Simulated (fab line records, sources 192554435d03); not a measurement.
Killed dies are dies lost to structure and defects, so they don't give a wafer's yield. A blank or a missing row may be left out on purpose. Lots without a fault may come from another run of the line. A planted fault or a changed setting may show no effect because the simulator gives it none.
Chamber matching | flow n5_finfet | N5_BEOL_M0_SAQP_STRIP_86 on rie_diel-01: 4 sister chambers
The step strips in N2/H2. 14 wafers are shown with their chamber, then 7 later ones without.

WAFERS WITH THEIR CHAMBER
wafer  | chamber | drypump_motor_current_A (A) | showerhead_plenum_p_Torr (Torr) | oes_product_au (a.u.)
L075.1 | 2       | 5.72                        | 3.34                            | 0.73
L075.4 | 3       | 5.68                        | 3.26                            | 0.79
L075.5 | 2       | 5.69                        | 3.34                            | 0.73
L078.2 | 0       | 5.07                        | 3.40                            | 0.84
L078.5 | 1       | 5.58                        | 3.48                            | 0.73
L078.6 | 2       | 5.71                        | 3.34                            | 0.73
L081.1 | 0       | 5.08                        | 3.40                            | 0.84
L081.3 | 3       | 5.66                        | 3.26                            | 0.78
L081.6 | 2       | 5.69                        | 3.34                            | 0.73
L085.1 | 1       | 5.61                        | 3.47                            | 0.71
L085.2 | 2       | 5.69                        | 3.33                            | 0.72
L085.6 | 3       | 5.67                        | 3.25                            | 0.77
L092.1 | 1       | 5.58                        | 3.47                            | 0.71
L092.3 | 3       | 5.68                        | 3.25                            | 0.76

SIGNATURES (means of the wafers above)
reading                  | chamber 0 | chamber 1 | chamber 2 | chamber 3 | scatter within a chamber
drypump_motor_current_A  | 5.0750    | 5.5900    | 5.7000    | 5.6725    | 0.0131
showerhead_plenum_p_Torr | 3.4000    | 3.4733    | 3.3380    | 3.2550    | 0.00497
oes_product_au           | 0.8400    | 0.7167    | 0.7280    | 0.7750    | 0.0092
Rule: a wafer's distance from a chamber is the root of the sum, over the readings, of the square of ((its reading less the chamber's mean) divided by the reading's scatter). The wafer belongs to the nearest chamber; if the next one is less than 2 further off, it can't be placed. The scatter: the root of (the sum of the squares of (reading less its chamber's mean) over the shown wafers, divided by (wafers less chambers)).

WAFERS WITHOUT THEIR CHAMBER
wafer  | drypump_motor_current_A (A) | showerhead_plenum_p_Torr (Torr) | oes_product_au (a.u.)
L092.5 | 5.59                        | 3.46                            | 0.70
L094.1 | 5.59                        | 3.46                            | 0.72
L094.2 | 5.08                        | 3.39                            | 0.83
L094.4 | 5.70                        | 3.32                            | 0.72
L097.2 | 5.08                        | 3.39                            | 0.79
L097.4 | 5.68                        | 3.32                            | 0.71
L097.6 | 5.10                        | 3.39                            | 0.81

WHICH CHAMBER EACH WENT THROUGH
wafer  | from the rows above | in truth
L092.5 | 1                   | 1
L094.1 | 1                   | 1
L094.2 | 0                   | 0
L094.4 | 2                   | 2
L097.2 | 0                   | 0
L097.4 | 2                   | 2
L097.6 | 0                   | 0
Placed correctly: 7 of 7. Can't be placed from these rows: 0. Placed wrongly: 0.
